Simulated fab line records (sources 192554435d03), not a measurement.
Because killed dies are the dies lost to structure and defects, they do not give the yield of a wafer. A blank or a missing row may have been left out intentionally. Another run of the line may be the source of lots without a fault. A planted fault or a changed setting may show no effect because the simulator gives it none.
A single fault, viewed from 2 desks | flow n5 finfet | numbers are kept per desk, each desk with only its own; the story behind them comes last

## FROM THE METROLOGY DESK
Means of the sampled wafers that have a number, per lot and without regard to the tool the lot ran on: this is what the gauges read. The brackets show how far a lot's mean lies from the usual mean; more than 4 standard deviations puts the lot out of limits, marked OUT. Readings shown: 7 of its 10, picked as those furthest out on some lot.
Columns: A = DIBL_N at N5_BEOL_M4_RC_MEAS_101, usual 36.5 mV/V; B = DIBL_P at N5_BEOL_M4_RC_MEAS_101, usual 36.5 mV/V; C = IOFF_P at N5_BEOL_M4_RC_MEAS_101, usual 0.221 nA/um; D = ION_N at N5_BEOL_M4_RC_MEAS_101, usual 678 uA/um; E = ION_P at N5_BEOL_M4_RC_MEAS_101, usual 466 uA/um; F = SS_P at N5_BEOL_M4_RC_MEAS_101, usual 73.3 mV/dec; G = VT_P at N5_BEOL_M4_RC_MEAS_101, usual -249 mV
lot  | first seen here | A    | B    | C     | D   | E   | F    | G
L330 | day 12 01:27    | 36.8 | 35.5 | 0.199 | 676 | 461 | 72.9 | -251
L335 | day 13 02:58    | 35.7 | 35.8 | 0.219 | 674 | 465 | 73.1 | -248
L336 | day 14 00:18    | 36.2 | 35.6 | 0.193 | 674 | 459 | 72.6 | -252
L343 | day 15 22:20    | 35.3 | 34.4 | 0.240 | 691 | 474 | 73.0 | -245
Result from this desk: across the 4 lots, nothing is out of limits.

## THE DEFECT DESK
Per lot, the means of the sampled wafers with a number show what the inspections along the route counted. The brackets show how far a lot's mean lies from the usual mean; more than 4 standard deviations puts the lot out of limits, marked OUT.
Columns: A = raw defect count at N5_SD_EPI_P_INSPECT_26, usual 172
lot  | first seen here | A
L330 | day 5 16:42     | 152
L335 | day 6 22:46     | 363 (+5.6) OUT
L336 | day 7 07:28     | 384 (+6.2) OUT
L343 | day 10 07:48    | 170
This desk's verdict: out of limits on L335, L336, starting with L335 at day 6 22:46 (raw defect count at N5_SD_EPI_P_INSPECT_26). L330, L343 stayed within limits.

## ALL TOGETHER
The defect desk could have raised an alarm at day 6 22:46, on L335, L336.
Nothing out of limits was seen by the metrology desk.
The metrology desk has L335, L336 on record, within its limits.
Every lot named ran N5_SD_EPI_P_PRECLEAN_52 on wet bench-03.

## WHAT THE SIMULATOR HAD INSERTED
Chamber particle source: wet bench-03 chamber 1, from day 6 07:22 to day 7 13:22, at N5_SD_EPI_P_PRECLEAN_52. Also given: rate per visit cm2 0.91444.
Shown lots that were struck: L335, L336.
Hours from the fault's start to each desk's first reading out of limits: the defect desk, 15.
